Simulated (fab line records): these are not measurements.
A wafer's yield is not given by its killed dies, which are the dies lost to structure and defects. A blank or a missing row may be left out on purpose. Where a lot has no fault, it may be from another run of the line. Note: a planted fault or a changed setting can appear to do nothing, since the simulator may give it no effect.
Which tool is to blame?    flow nandHarc    33 wafers from 11 lots sampled at 5 of the route's 1302 steps

## WHAT THE GAUGES READ, wafer by wafer
NHARC_END_SORT_01. Usual: killedAtArray 58, standard deviation 20; killedAtOther 1.0, standard deviation 1.2; killedAtPeriphery 4.1, standard deviation 3; killedDies 63, standard deviation 20; killedOpen 3.2, standard deviation 1.7; killedShort 2.5, standard deviation 1.5.
lot   measured      on         killedAtArray  killedAtOther  killedAtPeriphery  killedDies   killedOpen  killedShort  flag
L871  day 25 13:08  prober-01  64 41 51       3 0 1          8 6 5              75 47 57     2 6 2       3 4 3        
L868  day 25 15:17  prober-02  56 67 65       1 2 0          1 2 3              58 71 68     1 4 0       3 1 1        
L874  day 26 05:01  prober-02  29 28 21       2 1 1          1 2 7              32 31 29     1 4 9       4 4 2        
L878  day 28 10:50  prober-01  63 59 65       2 3 1          6 10 7             71 72 73     2 5 6       4 1 1        
L879  day 28 21:06  prober-01  67 74 66       0 0 2          7 9 4              74 83 72     1 3 0       2 2 2        
L887  day 32 00:02  prober-01  673 673 672    0 3 2          4 1 3              677 677 677  5 1 5       4 4 2        OFF
L888  day 33 00:26  prober-02  665 670 668    4 1 3          8 6 6              677 677 677  1 4 2       3 2 0        OFF

## WHICH TOOL RAN EACH LOT (tool, then ch and the chambers of the sampled wafers, then the start)
lot   NHARC_A_STAIRCASE_TRIM_220         NHARC_A_STAIRCASE_ETCH_223         NHARC_A_STAIRCASE_TRIM_226                    NHARC_A_STAIRCASE_TRIM_233
L871  rieDiel-07 ch 2,3, day 16 19:20    rieDiel-07 ch 0,1,3, day 16 19:43  rieDiel-07 ch 2,3, day 25 13:08 or earlier    rieDiel-06 ch 0,1,3, day 25 13:08 or earlier
L868  rieDiel-07 ch 0,2,3, day 16 23:55  rieDiel-07 ch 0,1,2, day 17 00:17  rieDiel-07 ch 0,1,3, day 25 15:17 or earlier  rieDiel-06 ch 0,3, day 25 15:17 or earlier
L869  rieDiel-08 ch 0,2,3, day 17 00:34  rieDiel-08 ch 0,1,3, day 17 00:55  rieDiel-08 ch 0,1,2, no start                 rieDiel-08 ch 0,2,3, no start
L874  rieDiel-07 ch 0,3, day 18 02:36    rieDiel-07 ch 0,1, day 18 03:03    rieDiel-07 ch 2,3, day 26 05:01 or earlier    rieDiel-07 ch 0,1,3, day 26 05:01 or earlier
L876  rieDiel-08 ch 0,2,3, day 19 04:09  rieDiel-08 ch 0,1,2, day 19 04:52  rieDiel-08 ch 0,1,3, no start                 rieDiel-08 ch 0,1, no start
L877  rieDiel-07 ch 0,3, day 19 17:08    rieDiel-07 ch 0,1,3, day 19 17:49  rieDiel-07 ch 0,2,3, no start                 rieDiel-07 ch 1,2,3, no start
L878  rieDiel-06 ch 0,1,3, day 20 07:16  rieDiel-06 ch 0,1,3, day 20 07:43  rieDiel-06 ch 0,1,3, day 28 10:50 or earlier  rieDiel-06 ch 0,1,3, day 28 10:50 or earlier
L879  rieDiel-08 ch 2,3, day 20 07:56    rieDiel-08 ch 1,2,3, day 20 08:41  rieDiel-08 ch 1,2,3, day 28 21:06 or earlier  rieDiel-08 ch 0,2,3, day 28 21:06 or earlier
L880  rieDiel-06 ch 0,1, day 20 13:05    rieDiel-06 ch 0,1, day 20 13:33    rieDiel-06 ch 0,1,3, no start                 rieDiel-07 ch 0,2,3, no start
L887  rieDiel-06 ch 0,3, day 23 15:01    rieDiel-06 ch 0,2,3, day 23 15:25  rieDiel-06 ch 1,2, day 32 00:02 or earlier    rieDiel-06 ch 0,1,2, day 32 00:02 or earlier
L888  rieDiel-06 ch 0,1,3, day 24 15:25  rieDiel-06 ch 1,2,3, day 24 15:49  rieDiel-06 ch 0,1,2, day 33 00:26 or earlier  rieDiel-08 ch 1,2,3, day 33 00:26 or earlier
- NHARC_A_STAIRCASE_TRIM_220: chemistry O2, time 211.2 s.
- NHARC_A_STAIRCASE_ETCH_223: etches the open film in C4F8/O2, target depth 100 nm, time 40.5 s.
- NHARC_A_STAIRCASE_TRIM_226: chemistry O2, time 211.2 s.
- NHARC_A_STAIRCASE_TRIM_233: chemistry O2, time 211.2 s.

## WHAT THE TOOLS THEMSELVES READ (means of the sampled wafers that have a number; where no wafer has one, the mark that the record gives instead)
NHARC_A_STAIRCASE_TRIM_220. Usual: drypumpMotorCurrentA 5.6 A, standard deviation 0.38; o2FlowSccm 499.7 sccm, standard deviation 1.5; oesProductAu 0.996 a.u., standard deviation 0.011; rfVppV 57.8 V, standard deviation 0.85; showerheadPlenumPTorr 3.53 Torr, standard deviation 0.12; throttleValvePct 17.037 %, standard deviation 0.0092.
lot   tool        drypumpMotorCurrentA (A)  o2FlowSccm (sccm)  oesProductAu (a.u.)  rfVppV (V)  showerheadPlenumPTorr (Torr)  throttleValvePct (%)  flag
L871  rieDiel-07  5.3                       498.4              0.993                58.0        3.54                          17.041                
L868  rieDiel-07  5.6                       498.3              0.989                59.1        3.62                          17.032                
L869  rieDiel-08  5.4                       500.0              1.001                57.3        3.46                          17.046                
L874  rieDiel-07  5.6                       499.4              0.989                58.2        3.56                          17.032                
L876  rieDiel-08  5.4                       502.0              1.003                57.6        3.45                          17.033                
L877  rieDiel-07  5.9                       501.0              0.985                57.5        3.64                          17.039                
L878  rieDiel-06  5.7                       498.4              0.988                57.7        3.56                          17.040                
L879  rieDiel-08  5.5                       499.0              0.994                57.5        3.38                          17.035                
L880  rieDiel-06  5.6                       500.6              0.990                58.9        3.63                          17.033                
L887  rieDiel-06  5.6                       501.2              0.983                57.9        3.62                          17.047                
L888  rieDiel-06  5.7                       500.2              0.998                58.2        3.54                          17.039                

NHARC_A_STAIRCASE_ETCH_223. Usual: oesProductAu 0.939 a.u., standard deviation 0.012; rfFwdPowerW 592 W, standard deviation 3.7; rfVppV 896 V, standard deviation 4.4.
lot   tool        oesProductAu (a.u.)  rfFwdPowerW (W)  rfVppV (V)  flag
L871  rieDiel-07  0.949                593              898         
L868  rieDiel-07  0.950                595              901         
L869  rieDiel-08  0.958                592              894         
L874  rieDiel-07  0.933                596              901         
L876  rieDiel-08  0.948                595              896         
L877  rieDiel-07  0.925                593              899         
L878  rieDiel-06  0.939                590              898         
L879  rieDiel-08  0.945                593              894         
L880  rieDiel-06  0.937                590              900         
L887  rieDiel-06  1.141                828              896         OFF
L888  rieDiel-06  1.167                828              893         OFF

NHARC_A_STAIRCASE_TRIM_226. Usual: drypumpMotorCurrentA 5.6 A, standard deviation 0.4; o2FlowSccm 499.8 sccm, standard deviation 1.6; oesProductAu 0.997 a.u., standard deviation 0.012; rfVppV 57.8 V, standard deviation 0.87; showerheadPlenumPTorr 3.53 Torr, standard deviation 0.11; throttleValvePct 17.037 %, standard deviation 0.0092.
lot   tool        drypumpMotorCurrentA (A)  o2FlowSccm (sccm)  oesProductAu (a.u.)  rfVppV (V)  showerheadPlenumPTorr (Torr)  throttleValvePct (%)  flag
L871  rieDiel-07  5.3                       500.2              0.987                58.6        3.60                          17.042                
L868  rieDiel-07  5.5                       498.8              0.987                57.7        3.61                          17.037                
L869  rieDiel-08  5.4                       500.2              1.007                58.2        3.54                          17.037                
L874  rieDiel-07  5.3                       498.8              0.987                57.1        3.59                          17.035                
L876  rieDiel-08  5.5                       499.3              0.998                59.0        3.48                          17.030                
L877  rieDiel-07  5.6                       499.9              0.994                57.8        3.61                          17.032                
L878  rieDiel-06  5.7                       498.5              1.003                58.3        3.56                          17.026                
L879  rieDiel-08  5.5                       499.7              1.004                58.0        3.46                          17.035                
L880  rieDiel-06  5.7                       499.7              0.996                57.4        3.56                          17.031                
L887  rieDiel-06  6.0                       499.1              1.003                57.5        3.46                          17.039                
L888  rieDiel-06  5.9                       499.9              0.995                57.8        3.52                          17.032                

NHARC_A_STAIRCASE_TRIM_233. Usual: drypumpMotorCurrentA 5.7 A, standard deviation 0.44; o2FlowSccm 500.1 sccm, standard deviation 1.6; oesProductAu 0.996 a.u., standard deviation 0.012; rfVppV 57.9 V, standard deviation 0.88; showerheadPlenumPTorr 3.53 Torr, standard deviation 0.11; throttleValvePct 17.036 %, standard deviation 0.0091.
lot   tool        drypumpMotorCurrentA (A)  o2FlowSccm (sccm)  oesProductAu (a.u.)  rfVppV (V)  showerheadPlenumPTorr (Torr)  throttleValvePct (%)  flag
L871  rieDiel-06  5.7                       501.0              0.998                57.8        3.58                          17.038                
L868  rieDiel-06  5.8                       502.0              1.000                58.2        3.58                          17.032                
L869  rieDiel-08  5.4                       499.6              1.000                57.4        3.46                          17.036                
L874  rieDiel-07  5.5                       499.0              0.991                58.4        3.61                          17.042                
L876  rieDiel-08  5.5                       499.1              1.011                57.8        3.56                          17.030                
L877  rieDiel-07  5.2                       499.7              0.994                58.5        3.57                          17.032                
L878  rieDiel-06  5.7                       498.8              0.997                57.7        3.56                          17.043                
L879  rieDiel-08  5.4                       501.3              1.004                57.7        3.44                          17.034                
L880  rieDiel-07  5.6                       500.8              0.987                58.0        3.61                          17.046                
L887  rieDiel-06  5.9                       500.9              0.996                57.8        3.53                          17.033                
L888  rieDiel-08  5.6                       499.7              0.996                58.0        3.44                          17.040                

## THE ANSWER, worked out from the rows above alone
Rule: a lot is off if the mean of its wafers that have a number lies more than 3 standard deviations from the usual mean. Also off: a lot with no number at a reading for which 4 or more lots have one. Any other lot the step has rows for is counted as sound. Order of review: gauges by route order, followed by the tools' own readings, for which a lot's mean as printed above is used. At the first step where some lot is off, the reading lying furthest off is the one used; lots without a number count as furthest.
Off: L887, L888 (NHARC_END_SORT_01, killedAtArray). Neither off nor sound, because the step has no rows for them: L869, L876, L877, L880.
A tool fits if, at a process step before that reading, it ran every lot that is off, and no sound lot after the first of them. The gauges at NHARC_END_SORT_01 aren't tried: what is off there is off at NHARC_A_STAIRCASE_ETCH_223 too, on other tools, and a gauge's error can't cause that. Because NHARC_A_STAIRCASE_TRIM_226 lacks a start for some lots, the hours and order of its lots are taken from NHARC_END_SORT_01. Because NHARC_A_STAIRCASE_TRIM_233 lacks a start for some lots, the hours and order of its lots are taken from NHARC_END_SORT_01. One fits: NHARC_A_STAIRCASE_TRIM_220 and NHARC_A_STAIRCASE_ETCH_223 and NHARC_A_STAIRCASE_TRIM_226 on rieDiel-06. At NHARC_A_STAIRCASE_TRIM_220 its last sound lot is L878 (day 20 07:16), its first lot that is off L887 (day 23 15:01): a fault that began between those two fits.

## WHAT HAD BEEN PUT IN BY THE SIMULATOR
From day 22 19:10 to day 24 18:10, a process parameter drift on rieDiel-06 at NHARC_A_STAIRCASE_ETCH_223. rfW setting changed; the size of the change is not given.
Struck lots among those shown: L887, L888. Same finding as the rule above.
